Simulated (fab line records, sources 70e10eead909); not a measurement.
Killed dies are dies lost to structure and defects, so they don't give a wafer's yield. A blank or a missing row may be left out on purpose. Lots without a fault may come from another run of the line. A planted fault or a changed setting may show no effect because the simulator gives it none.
Chamber matching | flow nand_harc | NHARC_A_CONTACT_ETCH_110 on rie_diel-02: 4 sister chambers
The step etches the open film in CF4/O2, target depth 50 nm, overetch 5 nm, time 27.5 s. 16 wafers are shown with their chamber, then 8 later ones without.

WAFERS WITH THEIR CHAMBER
wafer  | chamber | showerhead_plenum_p_Torr (Torr) | rf_vpp_V (V) | oes_f_703_au (a.u.)
L625.1 | 0       | 1.41                            | 200.8        | 1.002
L625.3 | 1       | 1.36                            | 197.9        | 0.998
L625.6 | 3       | 1.39                            | 199.6        | 0.999
L628.3 | 0       | 1.41                            | 199.5        | 0.997
L628.5 | 0       | 1.41                            | 200.2        | 0.996
L628.6 | 1       | 1.36                            | 198.7        | 0.994
L627.1 | 2       | 1.25                            | 195.6        | 1.009
L627.3 | 1       | 1.36                            | 198.4        | 1.003
L627.5 | 3       | 1.39                            | 198.4        | 0.997
L630.1 | 1       | 1.36                            | 198.5        | 1.005
L630.5 | 0       | 1.41                            | 199.4        | 0.996
L630.6 | 1       | 1.36                            | 199.4        | 0.995
L631.4 | 3       | 1.39                            | 198.8        | 0.999
L631.5 | 0       | 1.41                            | 199.0        | 0.999
L631.6 | 3       | 1.39                            | 199.3        | 1.001
L647.2 | 1       | 1.35                            | 198.0        | 1.000

SIGNATURES (means of the wafers above)
reading                  | chamber 0 | chamber 1 | chamber 2 | chamber 3 | scatter within a chamber
showerhead_plenum_p_Torr | 1.4100    | 1.3583    | 1.2500    | 1.3900    | 0.00264
rf_vpp_V                 | 199.780   | 198.483   | 195.600   | 199.025   | 0.603
oes_f_703_au             | 0.99800   | 0.99917   | 1.00900   | 0.99900   | 0.00328
Rule: a wafer's distance from a chamber is the root of the sum, over the readings, of the square of ((its reading less the chamber's mean) divided by the reading's scatter). The wafer belongs to the nearest chamber; if the next one is less than 2 further off, it can't be placed. The scatter: the root of (the sum of the squares of (reading less its chamber's mean) over the shown wafers, divided by (wafers less chambers)).

WAFERS WITHOUT THEIR CHAMBER
wafer  | showerhead_plenum_p_Torr (Torr) | rf_vpp_V (V) | oes_f_703_au (a.u.)
L647.3 | 1.38                            | 198.7        | 0.993
L647.6 | 1.38                            | 197.9        | 0.997
L645.2 | 1.24                            | 195.0        | 0.998
L645.3 | 1.35                            | 197.7        | 0.993
L645.4 | 1.40                            | 197.0        | 1.000
L646.1 | 1.35                            | 197.6        | 0.999
L646.3 | 1.40                            | 199.4        | 1.005
L646.4 | 1.38                            | 199.0        | 1.012

WHICH CHAMBER EACH WENT THROUGH
wafer  | from the rows above     | in truth
L647.3 | 3                       | 3
L647.6 | 3                       | 3
L645.2 | 2                       | 2
L645.3 | 1                       | 1
L645.4 | can't be placed: 3 or 0 | 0
L646.1 | 1                       | 1
L646.3 | can't be placed: 3 or 0 | 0
L646.4 | 3                       | 3
Placed correctly: 6 of 8. Can't be placed from these rows: 2 (the true chamber is among the candidates in 2). Placed wrongly: 0.
